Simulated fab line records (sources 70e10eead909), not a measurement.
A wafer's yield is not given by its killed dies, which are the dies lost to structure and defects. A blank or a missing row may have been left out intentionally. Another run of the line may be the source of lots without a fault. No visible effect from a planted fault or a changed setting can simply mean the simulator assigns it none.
A lot that was struck, set against a sound lot / flow nand_harc / 18 steps out of a route of 1159
Sound: the wafers L122.1, L122.3, L122.6. The struck wafers were L111.1, L111.3, L111.6. At the end, the cause is stated.
At each step with rows: each side's tool, then ch and its chambers, then its first start. Under that, the readings that differ: sound wafers / struck wafers / difference of the means / sigmas: that difference in standard deviations of wafers without a fault.
alike: words and numbers the same on both sides, and readings whose means are apart by under 2 such deviations; not compared: readings that were withheld, readings missing a value for some wafer, numbers with overlapping values and no deviation given by the record, and bounds like >300 which may hide the same value.
A row with sigmas, a row that says differs or no value, or rows on one side alone: a step with any of these is where the two part. Numbers that have no deviation but don't overlap get no sigmas and don't part them. A reading that every wafer of one side lacks parts them only if that side has two wafers or more.

NHARC_P_GATE_ALD_36: deposits SiNx, target thk 20 nm, pulse time 60 s, ald cycles 223.
  sound on ald_sin-01 ch 1,2,3, day 8 01:24; struck on ald_sin-04 ch 0,2, day 5 09:20
  alike: heater_power_w, precursor_pulse_height_rel
NHARC_P_GATE_ETCHBACK_37: etches the open film in CHF3/O2, target depth 34.5 nm, time 17.2 s.
  sound: rie_diel-03 ch 1,2,3; struck: rie_diel-12 ch 0,2
  alike: drypump_motor_current_A, oes_product_au, rf_vpp_V, showerhead_plenum_p_Torr, throttle_valve_pct
  not compared: rf_hours_counter_h
NHARC_P_GATE_STRIP_101: strips in O2, time 20 s.
  sound on rie_diel-03 ch 1,2,3, day 8 11:01; struck on rie_diel-12 ch 0,3, day 5 18:47
  alike: drypump_motor_current_A, oes_product_au, rf_vpp_V, showerhead_plenum_p_Torr, throttle_valve_pct
  not compared: rf_hours_counter_h
then, 9 steps without rows for these wafers: NHARC_P_GATE_PRECLEAN_97 (cleans in SPM, time 600 s); NHARC_P_GATE_SRD_98; NHARC_P_GATE_PRECLEAN_99 (cleans in SC1); NHARC_P_GATE_SRD_100; NHARC_P_GATE_DEHYDRATE_38 (time 120 s); NHARC_P_GATE_HMDS_39 (time 30 s); NHARC_P_GATE_COAT_40; NHARC_P_GATE_SOFTBAKE_41 (time 95 s); NHARC_P_GATE_EBR_42.
NHARC_P_GATE_EXPOSE_43: exposes mask P NSD, target cd 720 nm.
  sound on krf_scanner-03 ch 0, day 8 11:47; struck on krf_scanner-04 ch 0, day 5 19:33
reading=mask; sound=P_NSD#0 P_NSD#0 P_NSD#0; struck=P_HVPW#0 P_HVPW#0 P_HVPW#0; difference=differs; sigmas=
reading=exposure_dose_mJ_cm2; sound=14.765 14.796 14.783; struck=14.831 14.816 14.795; difference=+0.033; sigmas=+2
  alike: reticle_temp_C, stage_vel_mm_s
then, 2 steps without rows for these wafers: NHARC_P_GATE_PEB_44 (peb time 85 s); NHARC_P_GATE_DEVELOP_45 (time 70 s).
NHARC_P_GATE_CD_MEAS_46: target cd 720 nm.
  sound on cd_sem-03 ch 0, day 8 11:57; struck on cd_sem-02 ch 0, day 5 19:42
reading=cd_nm (nm); sound=718.6 717.5 720.5; struck=- - -; difference=no value on the struck wafers; sigmas=
then, 1 step without rows for these wafers: NHARC_P_GATE_HARDBAKE_47 (time 80 s).
-- jump in the record: it breaks off in module P_GATE and resumes in module END (first step shown: number 1159 of the route), and 15 days separate the struck wafers' starts before and after --
NHARC_END_SORT_01:
  sound on prober-02 ch 0, day 22 10:59; struck on prober-02 ch 0, day 20 11:59
reading=killed_at_periphery; sound=3 5; struck=660 660 665; difference=+658; sigmas=+99 or more
reading=killed_dies; sound=31 32; struck=677 677 677; difference=+646; sigmas=+65
  alike: killed_at_array, killed_at_other, killed_open, killed_short

## WHERE THEY PART
First at NHARC_P_GATE_EXPOSE_43; last, within this record, at NHARC_END_SORT_01.

WHY: what the simulator had put in
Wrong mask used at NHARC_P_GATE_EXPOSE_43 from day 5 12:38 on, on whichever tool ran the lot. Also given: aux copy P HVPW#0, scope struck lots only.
